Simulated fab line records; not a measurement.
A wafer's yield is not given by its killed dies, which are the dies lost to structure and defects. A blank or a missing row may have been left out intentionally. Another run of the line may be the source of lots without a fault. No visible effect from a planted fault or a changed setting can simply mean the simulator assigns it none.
What tool caused it? :: flow nand_harc :: 7 lots, 21 wafers sampled, at 2 steps of a route of 1302

WHAT THE GAUGES READ, wafer by wafer
NHARC_P_ZERO_WELL_CD_MEAS_11 targets a cd of 500 nm.
lot: L133
measured: day 2 17:08
on: cd_sem-02
cd_nm (nm): 500.1 500.4 500.0

lot: L137
measured: day 4 09:07
on: cd_sem-03
cd_nm (nm): 542.7 544.2 544.6

lot: L139
measured: day 5 05:14
on: cd_sem-02
cd_nm (nm): 534.4 533.3 534.4

lot: L142
measured: day 6 11:14
on: cd_sem-01
cd_nm (nm): 500.9 500.5 500.8

lot: L146
measured: day 8 03:15
on: cd_sem-01
cd_nm (nm): 503.7 500.1 501.0

lot: L148
measured: day 8 23:19
on: cd_sem-01
cd_nm (nm): 501.2 499.9 500.0

lot: L152
measured: day 10 15:07
on: cd_sem-03
cd_nm (nm): 499.6 499.1 498.7

EACH LOT AND THE TOOL THAT RAN IT (in order: tool; ch and the chambers of the sampled wafers; start)
lot: L133
NHARC_P_ZERO_WELL_EXPOSE_08: krf_scanner-01 ch 0, day 2 16:59

lot: L137
NHARC_P_ZERO_WELL_EXPOSE_08: krf_scanner-04 ch 0, day 4 08:58

lot: L139
NHARC_P_ZERO_WELL_EXPOSE_08: krf_scanner-04 ch 0, day 5 05:05

lot: L142
NHARC_P_ZERO_WELL_EXPOSE_08: krf_scanner-02 ch 0, day 6 11:05

lot: L146
NHARC_P_ZERO_WELL_EXPOSE_08: krf_scanner-02 ch 0, day 8 03:07

lot: L148
NHARC_P_ZERO_WELL_EXPOSE_08: krf_scanner-02 ch 0, day 8 23:10

lot: L152
NHARC_P_ZERO_WELL_EXPOSE_08: krf_scanner-02 ch 0, day 10 14:59
- NHARC_P_ZERO_WELL_EXPOSE_08: exposes mask P ZERO, target cd 500 nm.

THE ANSWER, worked out from the rows above alone
Rule: the lots themselves supply what counts as usual. The widest of any qualifying gaps counts: lots, ordered by their means at a reading, are off when they make up no more than a third of the lots, leave a main group of 4 or more, and stand apart from it by 3 or more times the standard deviation of that group's means. A main group whose means are all the same, to the digits that the tables above print for the reading, isn't used. A lot without any number at a reading at which 4 lots or more have one is off too. Any other lot the step has rows for is counted as sound.
Off: L137, L139, at NHARC_P_ZERO_WELL_CD_MEAS_11 (cd_nm). The main group: mean 500.4 nm, standard deviation 0.8.
A tool fits if, at a process step before that reading, it ran every lot that is off, and no sound lot after the first of them. Those tools and the gauges at NHARC_P_ZERO_WELL_CD_MEAS_11 are tried in the same way. One candidate fits, namely krf_scanner-04 at NHARC_P_ZERO_WELL_EXPOSE_08. It ran no sound lot before its first lot that is off in this sample, so the start can't be narrowed down.

WHAT THE SIMULATOR HAD INSERTED
Process parameter drift: krf_scanner-04, from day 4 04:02 on, at NHARC_P_ZERO_WELL_EXPOSE_08. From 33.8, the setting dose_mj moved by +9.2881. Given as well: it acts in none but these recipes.
Struck lots among those shown: L137, L139. This agrees with what the rule above found.
